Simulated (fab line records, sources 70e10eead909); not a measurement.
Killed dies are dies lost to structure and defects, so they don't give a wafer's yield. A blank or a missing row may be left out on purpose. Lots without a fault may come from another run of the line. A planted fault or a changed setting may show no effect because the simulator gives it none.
fab line records | flow nand_harc
record lots=14 wafers=42 last_day=32
route steps=1302 shown A_CONTACT@1010 END@1302
lots that met no fault: from a run of the same line without faults
start_h: hours from the record's first day to the start of the lot's first wafer shown | wait_h: hours since the lot's step before | " the same as in the row above | L1.1+2: a row that stands for several wafers | - no value, or no start given | * or withheld: withheld | < > ~ a bound
route shown NAME@n: a module of which the file shows steps, and the number in the route of the first | usual: mean/standard deviation of fault-free wafers | same: alike in all rows | chamber/n: place in a boat | sites: the reading at each site | _std_site: their standard deviation | _edge_site: outer sites' mean less inner sites' | radius_mm: how far each site lies from the wafer's centre | mask NAME#n: copy n | behind: the tool/chamber that last shaped the wafer | hold: why the lot was held/for how many hours/how that ended | device: the transistor (n, p or np) that didn't switch | end of line: the same wafers' tests at the end of the route | a step without rows: its recipe alone | killed: dies lost to structure and defects at the first sort, not the wafer's yield | map: a wafer's dies, x killed, . not, _ none there
set.NAME: the setting as run; set.NAME@STEP: as run at that earlier step | model.NAME: the simulator's own value behind a step, which no gauge read
steps of the route over a sample of lots; a table a step, a row a wafer
services: from which hour (start_h, from the record's first day; less than 0 if before it) a tool's chamber was out of use, for how many hours, and why
## steps
# step NHARC_A_CONTACT_ETCH_116
# recipe source_w=withheld pressure_mtorr=20 bias_v=3000 time_s=190 target_depth_a=18500 ar_flow_sccm=withheld c4f8_flow_sccm=withheld o2_flow_sccm=withheld chemistry=C4F8/O2/Ar
# usual run_length_s=190/0
# columns lot.wafer tool chamber start_h wait_h rf_hours_counter_h run_length_s
L712.1 har_cap_etch-02 0 485.75 0.1 80 190
L712.5 " 1 " " - 190
L712.6 " 0 " " - 190
L713.2 har_cap_etch-03 0 509.11 0.1 45 190
L713.3 " 0 " " - 190
L713.4 " 1 " " - 190
L715.1 har_cap_etch-03 1 533.81 0.1 49 190
L715.3 " 1 " " - 190
L715.5 " 0 " " - 190
L714.2 har_cap_etch-01 0 533.97 0.1 3 190
L714.5 " 1 " " - 190
L714.6 " 0 " " - 190
L719.3 har_cap_etch-02 0 576.30 0.1 - 190
L719.4 " 1 " " - 190
L719.5 " 0 " " - 190
L717.4 har_cap_etch-03 0 580.06 0.1 - 190
L717.5 " 0 " " - 190
L717.6 " 1 " " - 190
L720.1 har_cap_etch-02 0 585.35 0.1 98 190
L720.4 " 0 " " - 190
L720.6 " 1 " " - 190
L722.2 har_cap_etch-02 0 614.88 0.1 106 190
L722.4 " 1 " " - 190
L722.3 " 0 " " - 190
L727.1 har_cap_etch-03 0 647.88 0.1 68 190
L727.3 " 0 " " - 190
L727.6 " 1 " " - 190
L728.1 har_cap_etch-02 0 655.28 0.2 112 190
L728.3 " 1 " " - 190
L728.4 " 0 " " - 190
L725.2 har_cap_etch-02 0 661.03 0.1 114 190
L725.3 " 1 " " - 190
L725.5 " 1 " " - 190
L729.1 har_cap_etch-03 1 682.41 0.1 76 190
L729.2 " 0 " " 76 190
L729.5 " 0 " " - 190
L733.1 har_cap_etch-03 1 710.68 0.1 79 190
L733.5 " 0 " " - 190
L733.6 " 1 " " - 190
L732.2 har_cap_etch-01 0 712.16 0.1 32 190
L732.5 " 1 " " - 190
L732.6 " 0 " " - 190
# step NHARC_A_CONTACT_ETCH_119
# recipe source_w=withheld pressure_mtorr=20 bias_v=3000 time_s=190 target_depth_a=18500 ar_flow_sccm=withheld c4f8_flow_sccm=withheld o2_flow_sccm=withheld chemistry=C4F8/O2/Ar
# usual run_length_s=190/0
# columns lot.wafer tool chamber start_h wait_h rf_hours_counter_h run_length_s
L712.1 har_cap_etch-02 0 486.26 0.1 81 190
L712.5 " 1 " " - 190
L712.6 " 0 " " - 190
L713.2 har_cap_etch-03 0 509.63 0.1 46 190
L713.3 " 0 " " - 190
L713.4 " 1 " " - 190
L715.1 har_cap_etch-03 1 534.33 0.1 50 190
L715.3 " 1 " " - 190
L715.5 " 0 " " - 190
L714.2 har_cap_etch-01 0 534.48 0.1 3 190
L714.5 " 1 " " - 190
L714.6 " 0 " " - 190
L719.3 har_cap_etch-02 0 576.82 0.1 - 190
L719.4 " 1 " " - 190
L719.5 " 0 " " - 190
L717.4 har_cap_etch-03 0 580.58 0.1 - 190
L717.5 " 0 " " - 190
L717.6 " 1 " " - 190
L720.1 har_cap_etch-02 0 585.87 0.1 98 190
L720.4 " 0 " " - 190
L720.6 " 1 " " - 190
L722.2 har_cap_etch-02 0 615.39 0.1 107 190
L722.4 " 1 " " - 190
L722.3 " 0 " " - 190
L727.1 har_cap_etch-03 0 648.39 0.1 69 190
L727.3 " 0 " " - 190
L727.6 " 1 " " - 190
L728.1 har_cap_etch-02 0 655.91 0.1 112 190
L728.3 " 1 " " - 190
L728.4 " 0 " " - 190
L725.2 har_cap_etch-02 0 661.54 0.1 114 190
L725.3 " 1 " " - 190
L725.5 " 1 " " - 190
L729.1 har_cap_etch-03 1 682.92 0.1 76 190
L729.2 " 0 " " 76 190
L729.5 " 0 " " - 190
L733.1 har_cap_etch-03 1 711.19 0.1 80 190
L733.5 " 0 " " - 190
L733.6 " 1 " " - 190
L732.2 har_cap_etch-01 0 712.67 0.1 33 190
L732.5 " 1 " " - 190
L732.6 " 0 " " - 190
# step NHARC_A_CONTACT_ETCH_122
# recipe source_w=withheld pressure_mtorr=20 bias_v=3000 time_s=190 target_depth_a=18500 ar_flow_sccm=withheld c4f8_flow_sccm=withheld o2_flow_sccm=withheld chemistry=C4F8/O2/Ar
# usual run_length_s=190/0
# columns lot.wafer tool chamber start_h wait_h rf_hours_counter_h run_length_s
L712.1 har_cap_etch-02 0 486.78 0.1 81 190
L712.5 " 1 " " - 190
L712.6 " 0 " " - 190
L713.2 har_cap_etch-03 0 510.14 0.1 46 190
L713.3 " 0 " " - 190
L713.4 " 1 " " - 190
L715.1 har_cap_etch-03 1 534.84 0.1 50 190
L715.3 " 1 " " - 190
L715.5 " 0 " " - 190
L714.2 har_cap_etch-01 0 534.99 0.1 3 190
L714.5 " 1 " " - 190
L714.6 " 0 " " - 190
L719.3 har_cap_etch-02 0 577.33 0.1 - 190
L719.4 " 1 " " - 190
L719.5 " 0 " " - 190
L717.4 har_cap_etch-03 0 581.09 0.1 - 190
L717.5 " 0 " " - 190
L717.6 " 1 " " - 190
L720.1 har_cap_etch-02 0 586.38 0.1 99 190
L720.4 " 0 " " - 190
L720.6 " 1 " " - 190
L722.2 har_cap_etch-02 0 615.90 0.1 107 190
L722.4 " 1 " " - 190
L722.3 " 0 " " - 190
L727.1 har_cap_etch-03 0 648.91 0.1 69 190
L727.3 " 0 " " - 190
L727.6 " 1 " " - 190
L728.1 har_cap_etch-02 0 656.42 0.1 113 190
L728.3 " 1 " " - 190
L728.4 " 0 " " - 190
L725.2 har_cap_etch-02 0 662.06 0.1 115 190
L725.3 " 1 " " - 190
L725.5 " 1 " " - 190
L729.1 har_cap_etch-03 1 683.43 0.1 76 190
L729.2 " 0 " " 76 190
L729.5 " 0 " " - 190
L733.1 har_cap_etch-03 1 711.71 0.1 80 190
L733.5 " 0 " " - 190
L733.6 " 1 " " - 190
L732.2 har_cap_etch-01 0 713.18 0.1 33 190
L732.5 " 1 " " - 190
L732.6 " 0 " " - 190
# step NHARC_A_CONTACT_ETCH_90
# recipe target_depth_a=400 over_etch_frac=0.5 time_s=85.7 ion_energy_ev=120 ch3f_flow_sccm=50 o2_flow_sccm=30 ar_flow_sccm=200 rf_w=500 bias_w=100 chemistry=CH3F/O2
# usual drypump_motor_current_A=5.7/0.57 oes_product_au=0.96/0.038 rf_fwd_power_W=496.1/2.1 rf_vpp_V=244.0/2 run_length_s=106.8/0.36 showerhead_plenum_p_Torr=2.44/0.13 throttle_valve_pct=20.664/0.0084
# columns lot.wafer tool chamber start_h wait_h drypump_motor_current_A oes_product_au rf_fwd_power_W rf_hours_counter_h rf_vpp_V run_length_s showerhead_plenum_p_Torr throttle_valve_pct
L712.1 rie_diel-11 3 487.92 0.8 5.4 0.93 493.2 18 246.3 107.6 2.63 20.660
L712.5 " 2 " " 5.5 0.94 492.9 - 242.3 107.0 2.29 20.666
L712.6 " 3 " " 5.4 0.93 495.6 - 246.1 107.6 2.63 20.665
L713.2 rie_diel-01 2 511.37 1.0 4.9 0.94 493.8 22 243.9 106.6 2.47 20.667
L713.4 " 3 " " 6.3 0.93 495.9 20 242.5 106.7 2.35 20.650
L713.3 " 0 " " 6.0 0.92 493.7 20 243.5 106.7 2.33 20.650
L715.1 rie_diel-05 1 535.99 0.8 5.3 0.91 494.0 35 241.8 106.9 2.34 20.668
L715.3 " 2 " " 6.2 0.94 497.0 41 242.9 107.4 2.48 20.666
L715.5 " 3 " " 5.8 0.92 496.7 - 243.9 107.6 2.30 20.670
L714.2 rie_diel-01 2 536.12 0.8 4.9 0.94 496.1 25 245.4 106.5 2.47 20.656
L714.5 " 1 " " 4.9 0.93 497.6 - 246.3 106.9 2.65 20.658
L714.6 " 2 " " 4.9 0.94 497.1 - 243.7 107.0 2.47 20.668
L719.3 rie_diel-01 3 578.42 0.7 6.3 0.95 493.7 3 241.0 107.0 2.35 20.657
L719.4 " 1 " " 5.0 0.93 497.2 3 246.4 107.0 2.65 20.666
L719.5 " 0 " " 6.0 0.94 497.0 - 242.6 106.5 2.33 20.655
L717.4 rie_diel-01 2 582.18 0.7 4.9 1.02 498.9 3 244.0 106.9 2.47 20.661
L717.5 " 1 " " 4.9 1.01 498.7 - 246.4 106.6 2.65 20.682
L717.6 " 2 " " 4.9 1.01 496.6 - 244.4 106.7 2.47 20.671
L720.4 rie_diel-01 1 587.58 0.8 4.9 1.01 498.9 4 247.2 107.3 2.65 20.674
L720.1 " 3 " " 6.3 1.01 497.2 4 242.2 106.8 2.34 20.652
L720.6 " 0 " " 6.0 1.01 497.9 - 243.4 106.2 2.33 20.651
L722.3 rie_diel-01 0 617.03 0.6 6.0 0.93 497.6 11 242.3 106.3 2.32 20.669
L722.2 " 1 " " 5.0 0.93 497.0 10 248.1 107.2 2.64 20.667
L722.4 " 2 " " 4.9 0.94 494.5 10 245.1 106.7 2.47 20.657
L727.1 rie_diel-01 2 650.09 0.9 5.0 1.00 496.4 15 245.7 107.0 2.47 20.666
L727.3 " 3 " " 6.3 1.01 496.6 15 244.8 106.7 2.34 20.661
L727.6 " 1 " " 5.0 1.01 501.3 - 247.3 106.6 2.64 20.653
L728.3 rie_diel-11 0 657.67 0.9 6.3 1.00 494.9 14 243.5 107.0 2.39 20.659
L728.4 " 1 " " 5.8 1.01 496.2 15 242.4 106.7 2.35 20.676
L728.1 " 2 " " 5.5 1.00 492.5 11 247.0 107.2 2.66 20.673
L725.2 rie_diel-01 3 663.17 0.8 6.3 0.96 499.4 18 243.2 107.0 2.34 20.672
L725.3 " 0 " " 6.0 0.93 498.6 18 242.5 106.7 2.32 20.671
L725.5 " 0 " " 6.0 0.94 500.8 - 242.8 106.5 2.32 20.670
L729.2 rie_diel-01 0 684.57 0.8 6.0 0.92 - 22 242.9 71.4 2.32 20.655
L729.1 " 2 " " 4.9 0.92 - 21 244.9 71.3 2.46 20.677
L729.5 " 1 " " 4.9 0.93 - - 245.8 71.4 2.64 20.664
L733.1 rie_diel-01 3 712.87 0.8 6.3 0.98 - 26 244.1 72.2 2.34 20.666
L733.6 " 1 " " 5.0 0.95 - - 246.2 71.5 2.64 20.672
L733.5 " 2 " " 4.9 0.95 - - 246.1 71.7 2.46 20.671
L732.2 rie_diel-01 3 714.31 0.8 6.3 0.93 - 26 244.2 71.8 2.34 20.662
L732.5 " 2 " " 4.9 0.92 - - 244.1 71.6 2.46 20.674
L732.6 " 3 " " 6.3 0.93 - - 242.8 71.8 2.34 20.654
# step NHARC_END_SORT_01
# recipe temp_c=25
# usual killed_at_array=62/15 killed_at_other=0.8/1 killed_at_periphery=3.7/2.6 killed_dies=66/15 killed_open=3.1/1.8 killed_short=2.6/1.7
# same gross_dies=677
# columns lot.wafer tool chamber start_h wait_h killed_at_array killed_at_other killed_at_periphery killed_dies killed_open killed_short
L712.1 prober-01 0 557.87 2.5 61 0 1 62 6 1
L712.5 prober-01 0 561.05 3.7 62 0 2 64 5 2
L712.6 prober-01 0 561.85 4.0 62 0 1 63 2 4
L713.2 prober-02 0 575.23 2.8 84 2 6 92 1 1
L713.3 prober-02 0 576.03 3.1 67 3 3 73 2 1
L713.4 prober-02 0 576.83 3.4 76 1 3 80 4 4
L715.1 prober-01 0 600.28 2.5 89 0 6 95 3 2
L715.3 prober-01 0 601.89 3.1 95 0 1 96 7 2
L715.5 prober-01 0 603.49 3.7 76 0 2 78 3 3
L714.2 prober-02 0 601.12 2.8 48 0 2 50 6 2
L714.5 prober-02 0 603.52 3.7 48 0 4 52 0 1
L714.6 prober-02 0 604.32 4.0 40 0 1 41 0 1
L719.3 prober-01 0 647.60 3.1 48 1 8 57 2 2
L719.4 prober-01 0 648.40 3.4 69 0 9 78 7 3
L719.5 prober-01 0 649.19 3.7 65 0 7 72 7 3
L717.4 prober-02 0 649.87 3.4 79 0 5 84 5 3
L717.5 prober-02 0 650.66 3.7 87 1 0 88 6 2
L717.6 prober-02 0 651.45 4.0 72 1 2 75 3 0
L720.1 prober-01 0 655.26 2.5 56 0 0 56 1 5
L720.4 prober-01 0 657.64 3.4 64 0 3 67 7 2
L720.6 prober-01 0 659.23 4.0 60 0 2 62 3 2
L722.2 prober-01 0 683.11 2.8 61 0 2 63 1 3
L722.3 prober-01 0 683.92 3.1 55 0 4 59 0 3
L722.4 prober-01 0 684.72 3.4 64 0 1 65 1 2
L727.1 prober-02 0 713.81 2.5 61 1 5 67 7 5
L727.3 prober-02 0 715.40 3.1 55 0 7 62 5 3
L727.6 prober-02 0 717.78 4.0 51 1 7 59 5 5
L728.1 prober-02 0 727.84 2.5 55 1 1 57 2 2
L728.3 prober-02 0 729.44 3.1 50 0 4 54 2 2
L728.4 prober-02 0 730.24 3.4 47 0 2 49 3 6
L725.2 prober-01 0 733.44 2.8 71 1 5 77 3 4
L725.3 prober-01 0 734.24 3.1 70 0 7 77 1 3
L725.5 prober-01 0 735.83 3.7 60 0 3 63 5 2
L733.1 prober-01 0 775.21 2.5 44 4 7 55 2 5
L733.5 prober-01 0 778.42 3.7 66 0 5 71 2 8
L733.6 prober-01 0 779.22 4.0 44 1 5 50 2 1
# killed by level:class
L712.1 A_CHANNEL_HOLE_D1:chamber_film_flake=28 A_CHANNEL_HOLE_D2:chamber_film_flake=10 A_STAIRCASE:chamber_film_flake=10 A_WL_FILL:chamber_film_flake=3 A_CONTACT:chamber_film_flake=2 P_CONTACT:geometric_particle:open=1 A_CHANNEL_FILL_D1:geometric_particle:open=1 A_CHANNEL_FILL_D1:geometric_particle:short=1
L712.5 A_CHANNEL_HOLE_D1:chamber_film_flake=26 A_CHANNEL_HOLE_D2:chamber_film_flake=13 A_STAIRCASE:chamber_film_flake=11 A_CONTACT:chamber_film_flake=3 P_M0:geometric_particle:open=1 A_CHANNEL_HOLE_D2:geometric_particle:open=1 A_CHANNEL_FILL_D2:geometric_particle:open=1 A_SLIT:geometric_particle:open=1
L712.6 A_CHANNEL_HOLE_D1:chamber_film_flake=34 A_STAIRCASE:chamber_film_flake=14 A_CHANNEL_HOLE_D2:chamber_film_flake=3 A_CONTACT:chamber_film_flake=2 A_BLC:chamber_film_flake=2 P_M2:geometric_particle:short=1 A_CHANNEL_HOLE_D1:geometric_particle:open=1 A_CHANNEL_FILL_D2:geometric_particle:short=1
L713.2 A_CHANNEL_HOLE_D1:chamber_film_flake=37 A_SLIT:chamber_film_flake=30 A_CHANNEL_HOLE_D2:chamber_film_flake=6 A_CONTACT:chamber_film_flake=4 P_CONTACT:chamber_film_flake=3 P_M1:chamber_film_flake=3 A_STAIRCASE:chamber_film_flake=2 A_WL_FILL:chamber_film_flake=2
L713.3 A_SLIT:chamber_film_flake=30 A_CHANNEL_HOLE_D1:chamber_film_flake=29 A_CHANNEL_HOLE_D2:chamber_film_flake=3 THIN_TSV:chamber_film_flake=3 A_DECK1_JOINT:chamber_film_flake=2 P_STI:geometric_particle:short=1 A_CHANNEL_FILL_D2:geometric_particle:open=1 A_M1:geometric_particle:open=1
L713.4 A_CHANNEL_HOLE_D1:chamber_film_flake=37 A_SLIT:chamber_film_flake=22 A_CHANNEL_HOLE_D2:chamber_film_flake=5 A_WL_FILL:chamber_film_flake=3 A_DECK1_JOINT:chamber_film_flake=2 P_M0:geometric_particle:short=1 P_M1:geometric_particle:open=1 A_ONON_D1:geometric_particle:short=1
L715.1 A_CHANNEL_HOLE_D1:chamber_film_flake=38 A_SLIT:chamber_film_flake=28 A_CHANNEL_HOLE_D2:chamber_film_flake=13 P_ZERO_WELL:chamber_film_flake=2 P_STI:chamber_film_flake=2 P_GATE:chamber_film_flake=2 A_CONTACT:chamber_film_flake=2 A_ONON_D1:geometric_particle:open=1
L714.2 A_CHANNEL_HOLE_D2:chamber_film_flake=29 A_CONTACT:chamber_film_flake=4 A_CHANNEL_HOLE_D1:chamber_film_flake=3 A_STAIRCASE:chamber_film_flake=3 A_WL_FILL:geometric_particle:open=2 P_GATE:geometric_particle:open=1 A_CHANNEL_HOLE_D1:geometric_particle:open=1 A_CHANNEL_FILL_D1:geometric_particle:open=1
L715.3 A_CHANNEL_HOLE_D1:chamber_film_flake=36 A_SLIT:chamber_film_flake=27 A_CHANNEL_HOLE_D2:chamber_film_flake=15 A_M0:geometric_particle:open=2 A_DECK1_JOINT:chamber_film_flake=2 A_CONTACT:chamber_film_flake=2 A_BLC:chamber_film_flake=2 P_M0:geometric_particle:open=1
L715.5 A_CHANNEL_HOLE_D1:chamber_film_flake=31 A_SLIT:chamber_film_flake=23 A_CHANNEL_HOLE_D2:chamber_film_flake=7 A_ZERO_WELL:chamber_film_flake=3 A_CONTACT:chamber_film_flake=3 A_M0:geometric_particle:open=2 P_M1:geometric_particle:short=1 A_ONON_D1:geometric_particle:short=1
L714.5 A_CHANNEL_HOLE_D2:chamber_film_flake=31 A_STAIRCASE:chamber_film_flake=4 A_CHANNEL_HOLE_D1:chamber_film_flake=3 A_DECK1_JOINT:chamber_film_flake=3 A_SLIT:chamber_film_flake=3 A_CONTACT:chamber_film_flake=3 P_ZERO_WELL:chamber_film_flake=2 A_WL_FILL:geometric_particle:short=1
L714.6 A_CHANNEL_HOLE_D2:chamber_film_flake=29 A_STAIRCASE:chamber_film_flake=4 A_CHANNEL_HOLE_D1:chamber_film_flake=3 A_CHANNEL_FILL_D1:chamber_film_flake=2 A_WL_FILL:geometric_particle:short=1 P_ZERO_WELL:chamber_film_flake=1 A_CONTACT:chamber_film_flake=1
L719.3 A_CHANNEL_HOLE_D1:chamber_film_flake=24 A_CHANNEL_HOLE_D2:chamber_film_flake=12 A_CONTACT:chamber_film_flake=7 P_GATE:chamber_film_flake=3 A_DECK1_JOINT:chamber_film_flake=2 P_CONTACT:geometric_particle:open=1 P_M1:geometric_particle:short=1 A_ZERO_WELL:chamber_film_flake=1
L719.4 A_CHANNEL_HOLE_D1:chamber_film_flake=36 A_CHANNEL_HOLE_D2:chamber_film_flake=13 P_GATE:chamber_film_flake=7 A_CONTACT:chamber_film_flake=6 A_DECK1_JOINT:chamber_film_flake=2 A_SLIT:chamber_film_flake=2 P_CONTACT:geometric_particle:open=1 A_SOURCE_PLATE:geometric_particle:open=1
L719.5 A_CHANNEL_HOLE_D1:chamber_film_flake=32 A_CHANNEL_HOLE_D2:chamber_film_flake=13 A_CONTACT:chamber_film_flake=5 P_GATE:chamber_film_flake=4 A_ZERO_WELL:chamber_film_flake=2 A_DECK1_JOINT:chamber_film_flake=2 P_CONTACT:geometric_particle:open=1 P_M0:geometric_particle:open=1
L717.4 A_CHANNEL_HOLE_D2:chamber_film_flake=33 A_SLIT:chamber_film_flake=30 P_STI:chamber_film_flake=3 A_CHANNEL_HOLE_D1:chamber_film_flake=3 A_DECK1_JOINT:chamber_film_flake=3 A_ONON_D1:geometric_particle:open=2 A_ONON_D2:geometric_particle:short=2 A_M0:chamber_film_flake=2
L717.5 A_SLIT:chamber_film_flake=36 A_CHANNEL_HOLE_D2:chamber_film_flake=32 A_CHANNEL_HOLE_D1:chamber_film_flake=5 A_STAIRCASE:chamber_film_flake=3 A_M0:geometric_particle:open=2 A_CHANNEL_FILL_D2:chamber_film_flake=2 A_DECK1_JOINT:geometric_particle:short=1 A_DECK1_JOINT:geometric_particle:open=1
L717.6 A_SLIT:chamber_film_flake=32 A_CHANNEL_HOLE_D2:chamber_film_flake=27 A_CHANNEL_HOLE_D1:chamber_film_flake=4 A_CONTACT:chamber_film_flake=3 A_CONTACT:geometric_particle:open=2 A_STAIRCASE:chamber_film_flake=2 P_GATE:geometric_particle:open=1 P_GATE:chamber_film_flake=1
L720.1 A_CHANNEL_HOLE_D1:chamber_film_flake=26 A_CHANNEL_HOLE_D2:chamber_film_flake=13 A_CONTACT:chamber_film_flake=6 A_M0:chamber_film_flake=3 A_CHANNEL_FILL_D1:geometric_particle:short=2 A_STAIRCASE:geometric_particle:open=1 A_WL_FILL:geometric_particle:short=1 A_CONTACT:geometric_particle:short=1
L720.4 A_CHANNEL_HOLE_D1:chamber_film_flake=33 A_CHANNEL_HOLE_D2:chamber_film_flake=12 A_CONTACT:chamber_film_flake=8 A_M0:chamber_film_flake=3 A_CHANNEL_HOLE_D1:geometric_particle:open=2 A_CHANNEL_FILL_D2:geometric_particle:open=2 P_M0:geometric_particle:open=1 P_M1:geometric_particle:open=1
L720.6 A_CHANNEL_HOLE_D1:chamber_film_flake=26 A_CHANNEL_HOLE_D2:chamber_film_flake=16 A_M0:chamber_film_flake=5 A_CONTACT:chamber_film_flake=4 A_CHANNEL_FILL_D2:chamber_film_flake=3 A_WL_FILL:chamber_film_flake=2 P_CONTACT:geometric_particle:open=1 A_SOURCE_PLATE:geometric_particle:open=1
L722.2 A_CHANNEL_HOLE_D1:chamber_film_flake=34 A_CHANNEL_HOLE_D2:chamber_film_flake=10 A_CONTACT:chamber_film_flake=4 A_M1:chamber_film_flake=4 A_CHANNEL_FILL_D2:geometric_particle:short=2 A_SLIT:chamber_film_flake=2 A_WL_FILL:chamber_film_flake=2 P_CONTACT:geometric_particle:short=1
L722.3 A_CHANNEL_HOLE_D1:chamber_film_flake=23 A_CHANNEL_HOLE_D2:chamber_film_flake=12 A_CONTACT:chamber_film_flake=8 A_M1:chamber_film_flake=5 P_ZERO_WELL:chamber_film_flake=2 A_CHANNEL_FILL_D1:chamber_film_flake=2 A_WL_FILL:chamber_film_flake=2 P_M0:geometric_particle:short=1
L722.4 A_CHANNEL_HOLE_D1:chamber_film_flake=30 A_CHANNEL_HOLE_D2:chamber_film_flake=17 A_CONTACT:chamber_film_flake=6 A_M1:chamber_film_flake=3 A_SLIT:chamber_film_flake=2 A_WL_FILL:chamber_film_flake=2 A_CHANNEL_FILL_D1:geometric_particle:short=1 A_ONON_D2:geometric_particle:short=1
L727.1 A_SLIT:chamber_film_flake=34 A_CHANNEL_HOLE_D1:chamber_film_flake=10 A_BLC:chamber_film_flake=3 A_STAIRCASE:chamber_film_flake=3 P_GATE:geometric_particle:open=2 A_ONON_D2:geometric_particle:short=2 A_ONON_D2:geometric_particle:open=2 P_BONDPAD:chamber_film_flake=2
L727.3 A_SLIT:chamber_film_flake=29 A_CHANNEL_HOLE_D1:chamber_film_flake=10 A_STAIRCASE:chamber_film_flake=5 P_CONTACT:geometric_particle:open=2 P_GATE:chamber_film_flake=2 P_BONDPAD:chamber_film_flake=2 A_BLC:chamber_film_flake=2 P_M0:geometric_particle:open=1
L727.6 A_SLIT:chamber_film_flake=24 A_CHANNEL_HOLE_D1:chamber_film_flake=10 A_STAIRCASE:chamber_film_flake=5 P_BONDPAD:chamber_film_flake=4 P_M1:geometric_particle:open=2 A_ONON_D2:geometric_particle:short=2 A_CONTACT:geometric_particle:open=2 A_BLC:chamber_film_flake=2
L728.1 A_CHANNEL_HOLE_D1:chamber_film_flake=35 A_CONTACT:chamber_film_flake=5 A_ZERO_WELL:chamber_film_flake=5 A_WL_FILL:chamber_film_flake=2 A_DECK1_JOINT:geometric_particle:open=1 A_ONON_D2:geometric_particle:short=1 A_WL_FILL:geometric_particle:short=1 A_BLC:geometric_particle:open=1
L728.3 A_CHANNEL_HOLE_D1:chamber_film_flake=31 A_WL_FILL:chamber_film_flake=5 A_CONTACT:chamber_film_flake=5 A_ZERO_WELL:chamber_film_flake=3 A_BLC:chamber_film_flake=2 P_CONTACT:geometric_particle:short=1 P_M2:geometric_particle:short=1 A_BLC:geometric_particle:open=1
L728.4 A_CHANNEL_HOLE_D1:chamber_film_flake=26 A_ZERO_WELL:chamber_film_flake=4 A_CONTACT:chamber_film_flake=4 A_SLIT:chamber_film_flake=3 A_ONON_D1:geometric_particle:open=2 A_M0:geometric_particle:short=2 P_M0:geometric_particle:open=1 A_SOURCE_PLATE:geometric_particle:short=1
L725.2 A_SLIT:chamber_film_flake=25 A_CHANNEL_HOLE_D2:chamber_film_flake=19 A_CHANNEL_HOLE_D1:chamber_film_flake=11 A_CONTACT:chamber_film_flake=8 P_BONDPAD:chamber_film_flake=2 A_STAIRCASE:chamber_film_flake=2 P_GATE:geometric_particle:short=1 P_CONTACT:geometric_particle:short=1
L725.3 A_SLIT:chamber_film_flake=28 A_CHANNEL_HOLE_D2:chamber_film_flake=22 A_CONTACT:chamber_film_flake=6 P_BONDPAD:chamber_film_flake=5 A_STAIRCASE:chamber_film_flake=4 A_CHANNEL_HOLE_D1:chamber_film_flake=3 A_ZERO_WELL:chamber_film_flake=2 P_GATE:geometric_particle:short=1
L725.5 A_SLIT:chamber_film_flake=23 A_CHANNEL_HOLE_D2:chamber_film_flake=23 A_CONTACT:chamber_film_flake=5 A_SGD_CUT:geometric_particle:open=2 P_GATE:chamber_film_flake=2 A_CHANNEL_HOLE_D1:chamber_film_flake=2 P_CONTACT:geometric_particle:open=1 A_CHANNEL_FILL_D1:geometric_particle:short=1
L733.1 A_SLIT:chamber_film_flake=31 P_GATE:chamber_film_flake=4 A_CONTACT:area_etch=4 P_STI:chamber_film_flake=3 STARTING-WAFER:geometric_particle:short=2 A_STAIRCASE:chamber_film_flake=2 THIN_TSV:chamber_film_flake=2 A_CHANNEL_HOLE_D1:geometric_particle:short=1
L733.5 A_SLIT:chamber_film_flake=37 A_CONTACT:area_etch=8 P_STI:chamber_film_flake=3 A_CHANNEL_HOLE_D1:chamber_film_flake=3 A_CONTACT:chamber_film_flake=3 A_DECK1_JOINT:geometric_particle:short=2 A_ZERO_WELL:chamber_film_flake=2 A_STAIRCASE:chamber_film_flake=2
L733.6 A_SLIT:chamber_film_flake=35 P_GATE:chamber_film_flake=5 A_CHANNEL_HOLE_D1:unspecified=2 A_STAIRCASE:chamber_film_flake=2 A_SGD_CUT:geometric_particle:open=1 A_WL_FILL:geometric_particle:short=1 A_CONTACT:geometric_particle:open=1 A_DECK1_JOINT:chamber_film_flake=1
## services
# columns tool chamber start_h hours kind
rie_diel-01 0 463.39 - clean
rie_diel-01 1 463.39 - clean
rie_diel-01 2 463.39 - clean
rie_diel-01 3 463.39 - clean
rie_diel-01 0 487.89 - clean
rie_diel-01 1 487.89 - clean
rie_diel-01 2 487.89 - clean
rie_diel-01 3 487.89 - clean
har_cap_etch-01 - 497.60 17.0 pm
rie_diel-01 0 512.39 - clean
rie_diel-01 1 512.39 - clean
rie_diel-01 2 512.39 - clean
rie_diel-01 3 512.39 - clean
har_cap_etch-02 - 533.86 0.5 repair
rie_diel-01 0 536.89 - clean
rie_diel-01 1 536.89 - clean
rie_diel-01 2 536.89 - clean
rie_diel-01 - 557.82 9.0 pm
har_cap_etch-02 - 564.73 1.6 repair
rie_diel-11 2 580.32 2.7 repair
rie_diel-05 - 583.66 9.0 pm
rie_diel-11 - 610.70 9.0 pm
rie_diel-05 0 624.22 17.4 repair
rie_diel-11 2 643.46 6.4 repair
## key
first_sign step=NHARC_A_CONTACT_ETCH_90 reading=run_length_s direction=down sigmas=97 usual=* struck=*
effect none on later readings
met_at NHARC_A_CONTACT_ETCH_90
struck_lots L729,L732,L733
rows_end L729.1,L729.2,L729.5,L732.2,L732.5,L732.6
tester_left_out L733
not_acting_at NHARC_A_CONTACT_ETCH_116,NHARC_A_CONTACT_ETCH_119,NHARC_A_CONTACT_ETCH_122
onset_between 663.17 684.57
fault kind=process_parameter_drift tool=rie_diel-01 chamber=- onset_h=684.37 steps=NHARC_A_CONTACT_ETCH_90 channel=time_s offset=* shape=step acts_in=* stated=*
# tester_left_out: of these lots the tester's yield and bins aren't shown, on N5 and GAA mostly nor the transistor test; their killed dies are dies lost to structure and defects alone, not to doping, threshold or leakage, so they don't give the yield
# rows_end: these wafers met a further fault down the route, and their rows from its step on are left out
